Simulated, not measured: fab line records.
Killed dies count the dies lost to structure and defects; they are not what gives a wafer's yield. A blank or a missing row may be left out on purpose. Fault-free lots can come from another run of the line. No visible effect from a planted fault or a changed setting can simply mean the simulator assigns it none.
Matching of chambers ; flow n5Finfet ; rieDiel-03 running N5_MOL_CONTACT_COAG_STRIP_98: 4 sister chambers
The step strips in N2/H2. 4 wafers are shown with their chamber, then 9 later ones without.

WAFERS, EACH WITH ITS CHAMBER
wafer;chamber;showerheadPlenumPTorr (Torr)
L079.1;0;3.26
L084.2;2;3.33
L084.3;1;3.48
L084.6;3;3.56

WAFERS MISSING THEIR CHAMBER
wafer;showerheadPlenumPTorr (Torr)
L088.1;3.25
L088.4;3.47
L088.5;3.47
L089.1;3.32
L089.2;3.25
L089.6;3.47
L094.1;3.32
L094.2;3.55
L094.4;3.47

CHAMBER TAKEN BY EACH
wafer;from the rows above;in truth
L088.1;0;0
L088.4;1;1
L088.5;1;1
L089.1;2;2
L089.2;0;0
L089.6;1;1
L094.1;2;2
L094.2;3;3
L094.4;1;1
9 of 9 placed correctly. Can't be placed from these rows: 0. Placed wrongly: 0.
How it was worked out, from the rows above alone: a wafer's distance from a chamber is the root of the sum, over the readings, of the square of ((its reading less the chamber's mean) divided by the reading's scatter). If the next closest chamber is less than 2 further off than the closest, the wafer can't be placed; otherwise it belongs to the closest. The mean given for a chamber averages the wafers shown for that chamber. The scatter (one wafer shown for each chamber): square how far every hidden wafer sits from the nearest shown wafer, average those squares and take the square root.
